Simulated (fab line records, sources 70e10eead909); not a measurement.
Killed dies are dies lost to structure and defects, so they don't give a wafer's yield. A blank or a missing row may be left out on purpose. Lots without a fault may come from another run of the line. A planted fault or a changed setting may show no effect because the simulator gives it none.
Which tool did it? | flow nand_harc | 10 lots, 30 wafers sampled, at 6 steps of a route of 1159

WHAT THE GAUGES READ, wafer by wafer
NHARC_A_M0_CD_MEAS_09: target cd 80 nm. Usual: cd_nm 80.3 nm, standard deviation 0.67.
lot  | measured     | on        | cd_nm (nm)     | flag
L439 | day 17 06:22 | cd_sem-01 | 80.6 80.0 79.2 |
L440 | day 17 12:10 | cd_sem-01 | 80.0 79.9 80.0 |
L442 | day 17 18:10 | cd_sem-01 | 80.6 79.9 81.1 |
L441 | day 18 06:07 | cd_sem-01 | 81.0 80.7 79.7 |
L444 | day 18 12:18 | cd_sem-01 | 80.7 79.5 80.6 |
L443 | day 18 13:04 | cd_sem-02 | 81.0 80.4 80.5 |
L445 | day 18 18:55 | cd_sem-03 | 79.9 79.4 80.7 |
L452 | day 20 21:42 | cd_sem-01 | 80.6 85.3 80.3 |
L459 | day 22 04:51 | cd_sem-02 | 79.7 81.3 80.7 |
L457 | day 22 06:29 | cd_sem-03 | 81.0 80.3 79.3 |

NHARC_END_SORT_01. Usual: defect_limited_yield 95.4 %, standard deviation 1.5; killed_at_array 27, standard deviation 9.9; killed_at_other 0.6, standard deviation 0.84; killed_at_periphery 3.7, standard deviation 2.5; killed_dies 31, standard deviation 9.9; killed_open 3.0, standard deviation 1.6; killed_short 1.9, standard deviation 1.2; sort_bin_2_pct 1.5 %, standard deviation 0.6; sort_bin_3_pct 0.26 %, standard deviation 0.21; sort_bin_4_pct 2.9 %, standard deviation 0.98; sort_n_pass 646, standard deviation 9.9; sort_rim_yield_pct 96.3 %, standard deviation 2.4; sort_yield_pct 95.4 %, standard deviation 1.5.
lot  | measured     | on        | defect_limited_yield (%) | killed_at_array | killed_at_other | killed_at_periphery | killed_dies | killed_open | killed_short | sort_bin_2_pct (%) | sort_bin_3_pct (%) | sort_bin_4_pct (%) | sort_n_pass | sort_rim_yield_pct (%) | sort_yield_pct (%) | flag
L442 | day 19 18:31 | prober-02 | 96.2 95.7 95.3           | 19 24 17        | 1 1 3           | 6 4 12              | 26 29 32    | 4 3 1       | 0 1 1        | 1.3 1.5 1.5        | 0.30 0.30 0.30     | 2.2 2.5 3.0        | 651 648 645 | 97.2 98.1 95.3         | 96.2 95.7 95.3     |
L444 | day 20 03:56 | prober-02 | 95.0 96.2 96.5           | 30 24 24        | 1 1 0           | 3 1 0               | 34 26 24    | 3 3 0       | 1 2 2        | 1.5 0.7 1.5        | 0 0.30 0           | 3.5 2.8 2.1        | 643 651 653 | 96.2 91.5 98.1         | 95.0 96.2 96.5     |
L445 | day 20 11:42 | prober-02 | 98.8 97.8 97.2           | 7 14 19         | 0 0 0           | 1 1 0               | 8 15 19     | 1 4 3       | 0 0 1        | 0.1 0.6 0.9        | 0 0 0.15           | 1.0 1.6 1.8        | 669 662 658 | 100.0 97.2 99.1        | 98.8 97.8 97.2     |
L457 | day 23 23:20 | prober-01 | 94.8 95.1 94.7           | 32 32 32        | 1 0 0           | 2 1 4               | 35 33 36    | 1 0 6       | 3 1 1        | 2.2 1.6 1.5        | 0.15 0.15 0.44     | 2.8 3.1 3.4        | 642 644 641 | 99.1 92.5 96.2         | 94.8 95.1 94.7     |

WHICH TOOL RAN EACH LOT (tool, then ch and the chambers of the sampled wafers, then the start)
lot  | NHARC_A_BLC_ALD_23                  | NHARC_A_M0_PEB_07                 | NHARC_A_M0_DESCUM_14               | NHARC_A_M0_STRIP_18
L439 | ald_metal-01 ch 0,1,2, day 16 21:46 | litho_track-01 ch 0, day 17 06:17 | rie_diel-09 ch 1,2, day 17 06:33   | rie_diel-07 ch 0,1,3, day 17 06:56
L440 | ald_metal-02 ch 1,2, day 17 09:50   | litho_track-06 ch 0, day 17 12:05 | rie_diel-02 ch 0,1, day 17 12:21   | rie_diel-09 ch 0,2, day 17 12:47
L442 | ald_metal-02 ch 1,2,3, day 17 13:18 | litho_track-04 ch 0, day 17 18:05 | rie_diel-07 ch 0,2,3, day 17 18:21 | rie_diel-09 ch 1,2, day 17 18:46
L441 | ald_metal-02 ch 0,1,2, day 18 01:10 | litho_track-06 ch 0, day 18 06:02 | rie_diel-07 ch 1,2,3, day 18 06:17 | rie_diel-09 ch 0,3, day 18 06:40
L444 | ald_metal-02 ch 1,3, day 18 06:26   | litho_track-01 ch 0, day 18 12:13 | rie_diel-09 ch 2,3, day 18 12:31   | rie_diel-09 ch 0,3, day 18 12:57
L443 | ald_metal-01 ch 0,1, day 18 07:39   | litho_track-04 ch 0, day 18 12:59 | rie_diel-02 ch 1,2, day 18 13:15   | rie_diel-07 ch 1,2,3, day 18 13:37
L445 | ald_metal-04 ch 2,3, day 18 08:30   | litho_track-06 ch 0, day 18 18:50 | rie_diel-09 ch 0,1,2, day 18 19:07 | rie_diel-02 ch 0,2,3, day 18 19:32
L452 | ald_metal-01 ch 1,2,3, day 20 17:40 | litho_track-04 ch 0, day 20 21:37 | rie_diel-02 ch 0,2,3, day 20 21:53 | rie_diel-07 ch 0,1,3, day 20 22:16
L459 | ald_metal-01 ch 1,2,3, day 22 02:49 | litho_track-06 ch 0, day 22 04:46 | rie_diel-09 ch 0,3, day 22 05:02   | rie_diel-07 ch 0,1,2, day 22 05:25
L457 | ald_metal-02 ch 0,1,2, day 22 04:31 | litho_track-06 ch 0, day 22 06:24 | rie_diel-09 ch 0,1,3, day 22 06:41 | rie_diel-07 ch 0,1, day 22 07:04
- NHARC_A_BLC_ALD_23: deposits TiN, target thk 3 nm, pulse time 1 s, ald cycles 150.
- NHARC_A_M0_PEB_07: peb time 65 s.
- NHARC_A_M0_DESCUM_14: chemistry O2, time 3 s.
- NHARC_A_M0_STRIP_18: strips in N2/H2.

WHAT THE TOOLS THEMSELVES READ (means of the sampled wafers that have a number; where no wafer has one, the mark that the record gives instead)
NHARC_A_BLC_ALD_23. Usual: heater_power_w 1100 W, standard deviation 94; precursor_pulse_height_rel 0.999, standard deviation 0.021.
lot  | tool         | heater_power_w (W) | precursor_pulse_height_rel | flag
L439 | ald_metal-01 | 1100               | 0.981                      |
L440 | ald_metal-02 | 1151               | 1.007                      |
L442 | ald_metal-02 | 1164               | 1.012                      |
L441 | ald_metal-02 | 1106               | 0.994                      |
L444 | ald_metal-02 | 1163               | 1.026                      |
L443 | ald_metal-01 | 1007               | 0.973                      |
L445 | ald_metal-04 | 1163               | 0.992                      |
L452 | ald_metal-01 | 1096               | 1.003                      |
L459 | ald_metal-01 | 1094               | 0.996                      |
L457 | ald_metal-02 | 1123               | 1.023                      |

NHARC_A_M0_DESCUM_14. Usual: drypump_motor_current_A 5.6 A, standard deviation 0.41; oes_product_au 1.000 a.u., standard deviation 0.011; rf_vpp_V 57.7 V, standard deviation 0.85; showerhead_plenum_p_Torr 1.89 Torr, standard deviation 0.086; throttle_valve_pct 11.310 %, standard deviation 0.0079.
lot  | tool        | drypump_motor_current_A (A) | oes_product_au (a.u.) | rf_vpp_V (V) | showerhead_plenum_p_Torr (Torr) | throttle_valve_pct (%) | flag
L439 | rie_diel-09 | 6.0                         | 0.994                 | 57.9         | 2.02                            | 11.312                 |
L440 | rie_diel-02 | 5.4                         | 0.999                 | 56.8         | 1.81                            | 11.311                 |
L442 | rie_diel-07 | 5.7                         | 1.009                 | 57.5         | 1.83                            | 11.308                 |
L441 | rie_diel-07 | 5.7                         | 0.991                 | 57.4         | 1.90                            | 11.316                 |
L444 | rie_diel-09 | 5.5                         | 1.009                 | 57.8         | 1.90                            | 11.305                 |
L443 | rie_diel-02 | 5.7                         | 0.996                 | 57.5         | 1.94                            | 11.305                 |
L445 | rie_diel-09 | 6.0                         | 0.991                 | 58.4         | 1.95                            | 11.316                 |
L452 | rie_diel-02 | 5.3                         | 1.007                 | 57.5         | 1.90                            | 11.304                 |
L459 | rie_diel-09 | 5.9                         | 1.009                 | 58.1         | 1.83                            | 11.316                 |
L457 | rie_diel-09 | 6.1                         | 0.999                 | 57.3         | 1.89                            | 11.310                 |

NHARC_A_M0_STRIP_18. Usual: drypump_motor_current_A 5.7 A, standard deviation 0.41; oes_product_au 0.998 a.u., standard deviation 0.011; rf_vpp_V 90.5 V, standard deviation 1.1; showerhead_plenum_p_Torr 2.02 Torr, standard deviation 0.099; throttle_valve_pct 14.171 %, standard deviation 0.0093.
lot  | tool        | drypump_motor_current_A (A) | oes_product_au (a.u.) | rf_vpp_V (V) | showerhead_plenum_p_Torr (Torr) | throttle_valve_pct (%) | flag
L439 | rie_diel-07 | 5.7                         | 0.994                 | 89.8         | 2.00                            | 14.174                 |
L440 | rie_diel-09 | 5.6                         | 1.007                 | 91.2         | 2.07                            | 14.171                 |
L442 | rie_diel-09 | 6.0                         | 0.996                 | 90.5         | 2.15                            | 14.164                 |
L441 | rie_diel-09 | 5.8                         | 1.016                 | 89.8         | 1.95                            | 14.176                 |
L444 | rie_diel-09 | 6.0                         | 1.008                 | 90.3         | 1.95                            | 14.174                 |
L443 | rie_diel-07 | 5.7                         | 0.991                 | 90.5         | 2.02                            | 14.173                 |
L445 | rie_diel-02 | 5.3                         | 1.013                 | 89.9         | 2.03                            | 14.169                 |
L452 | rie_diel-07 | 5.7                         | 0.997                 | 90.1         | 2.00                            | 14.166                 |
L459 | rie_diel-07 | 5.6                         | 0.998                 | 90.6         | 2.02                            | 14.174                 |
L457 | rie_diel-07 | 5.6                         | 0.995                 | 91.0         | 2.07                            | 14.169                 |

THE ANSWER, worked out from the rows above alone
Rule: a lot is off if the mean of its wafers that have a number lies more than 3 standard deviations from the usual mean. A lot without any number at a reading at which 4 lots or more have one is off too. The other lots that the step has rows for count as sound. The gauges are gone through in route order, then the tools' own readings, and for those a lot's mean is taken as printed above. The first step at which some lot is off is used, and at that step the reading that is off furthest; a lot without a number counts as furthest.
No lot is off at any reading shown: from this, nothing can be told.

WHAT THE SIMULATOR HAD PUT IN
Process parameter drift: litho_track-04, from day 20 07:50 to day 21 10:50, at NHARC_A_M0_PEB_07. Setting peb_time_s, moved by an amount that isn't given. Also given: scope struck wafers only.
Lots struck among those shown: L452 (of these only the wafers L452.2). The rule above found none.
